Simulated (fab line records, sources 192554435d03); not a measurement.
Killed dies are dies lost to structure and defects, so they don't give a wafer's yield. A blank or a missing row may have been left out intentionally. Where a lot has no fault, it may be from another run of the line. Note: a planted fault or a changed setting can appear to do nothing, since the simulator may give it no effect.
Which tool was responsible? | flow n5_finfet | 36 wafers from 12 lots sampled at 6 of the route's 1938 steps

== WHAT THE GAUGES SHOWED, per wafer ==
N5_BEOL_M8_INSPECT_58: inspects for defects (darkfield).
lot  | measured     | on                | raw_defect_count
L076 | day 9 23:25  | defect_inspect-01 | 49 30 32
L077 | day 10 22:37 | defect_inspect-01 | 71 56 67
L080 | day 11 10:47 | defect_inspect-02 | 50 51 75
L081 | day 12 06:33 | defect_inspect-02 | 100 136 72
L084 | day 12 12:19 | defect_inspect-02 | 64 62 53
L082 | day 12 21:32 | defect_inspect-02 | 32 28 57
L087 | day 13 15:02 | defect_inspect-02 | 80 61 51
L089 | day 14 10:43 | defect_inspect-01 | 126 138 113
L090 | day 14 12:32 | defect_inspect-02 | 127 110 44
L096 | day 14 18:14 | defect_inspect-02 | 74 41 72
L092 | day 14 18:54 | defect_inspect-02 | 61 61 58
L097 | day 16 08:11 | defect_inspect-02 | 60 28 49

== TOOL THAT RAN EACH LOT (tool first, then ch and the chambers of the sampled wafers, then the start) ==
lot  | N5_BEOL_M8_VIA_ETCH_34             | N5_BEOL_M8_PRE_CLEAN_45      | N5_BEOL_M8_SPUTTER_48        | N5_BEOL_M8_ANNEAL_51             | N5_BEOL_M8_CMP_52
L076 | rie_diel-01 ch 0,2, day 9 20:49    | pvd_sputter-02, day 9 21:52  | pvd_sputter-03, day 9 22:25  | rtp_anneal-01 ch 0, day 9 22:41  | cmp-02 ch 1,2, day 9 22:56
L077 | rie_diel-06 ch 0,1,2, day 10 17:48 | pvd_sputter-01, day 10 18:45 | pvd_sputter-02, day 10 21:00 | rtp_anneal-02 ch 0, day 10 21:46 | cmp-01 ch 2,3, day 10 22:10
L080 | rie_diel-02 ch 0,1,3, day 11 06:38 | pvd_sputter-02, day 11 08:57 | pvd_sputter-02, day 11 09:33 | rtp_anneal-02 ch 0, day 11 09:46 | cmp-03 ch 0,1,2, day 11 10:19
L081 | rie_diel-06 ch 1,2,3, day 12 02:29 | pvd_sputter-03, day 12 04:31 | pvd_sputter-01, day 12 05:35 | rtp_anneal-02 ch 0, day 12 05:50 | cmp-02 ch 0,1,3, day 12 06:08
L084 | rie_diel-01 ch 1,2, day 12 09:55   | pvd_sputter-02, day 12 10:49 | pvd_sputter-01, day 12 11:22 | rtp_anneal-01 ch 0, day 12 11:37 | cmp-03 ch 1,2,3, day 12 11:54
L082 | rie_diel-01 ch 0,2, day 12 18:28   | pvd_sputter-02, day 12 19:16 | pvd_sputter-01, day 12 20:31 | rtp_anneal-01 ch 0, day 12 20:47 | cmp-03 ch 0,2,3, day 12 21:10
L087 | rie_diel-02 ch 0,1, day 13 12:22   | pvd_sputter-02, day 13 13:22 | pvd_sputter-03, day 13 14:04 | rtp_anneal-01 ch 0, day 13 14:25 | cmp-02 ch 0,1,2, day 13 14:39
L089 | rie_diel-06 ch 0,1,2, day 14 06:38 | pvd_sputter-02, day 14 07:31 | pvd_sputter-01, day 14 09:38 | rtp_anneal-01 ch 0, day 14 09:58 | cmp-02 ch 0,2,3, day 14 10:20
L090 | rie_diel-02 ch 0,3, day 14 09:14   | pvd_sputter-01, day 14 10:43 | pvd_sputter-01, day 14 11:32 | rtp_anneal-02 ch 0, day 14 11:50 | cmp-02 ch 0,1,3, day 14 12:05
L096 | rie_diel-06 ch 0,2,3, day 14 15:27 | pvd_sputter-03, day 14 16:17 | pvd_sputter-03, day 14 17:09 | rtp_anneal-01 ch 0, day 14 17:29 | cmp-01 ch 1,2, day 14 17:47
L092 | rie_diel-06 ch 0,2, day 14 16:03   | pvd_sputter-03, day 14 17:16 | pvd_sputter-02, day 14 17:55 | rtp_anneal-02 ch 0, day 14 18:08 | cmp-03 ch 0,1,3, day 14 18:31
L097 | rie_diel-06 ch 0,1,2, day 16 03:42 | pvd_sputter-01, day 16 05:10 | pvd_sputter-01, day 16 07:13 | rtp_anneal-01 ch 0, day 16 07:29 | cmp-03 ch 0,1,3, day 16 07:46
- N5_BEOL_M8_VIA_ETCH_34: etches SiCOH lowk in C4F6/O2, target depth 125.5 nm, time 50.5 s.
- N5_BEOL_M8_PRE_CLEAN_45: time 30 s.
- N5_BEOL_M8_SPUTTER_48: material Cu, target thk 10 nm, time 1.667 s.
- N5_BEOL_M8_ANNEAL_51: time 90 s.
- N5_BEOL_M8_CMP_52: polishes, stops on SiCOH lowk, t overpolish 6.9 s, target thk 80 nm.

== THE ANSWER, worked out from the rows above alone ==
Rule: usual is defined by the lots themselves. Put in order of their means at a reading, lots are off if they are a third of the lots or fewer, leave a main group of 4 or more, and stand apart from it by a gap of 3 or more times the standard deviation of the main group's means; of several such gaps the widest counts. Not used: any main group whose means are identical at the precision the tables above print for the reading. A lot without any number at a reading at which 4 lots or more have one is off too. Where the step has rows for the other lots, those lots are counted as sound.
Nothing can be told from this: no lot is off at any reading shown.

== WHAT THE SIMULATOR HAD INSERTED ==
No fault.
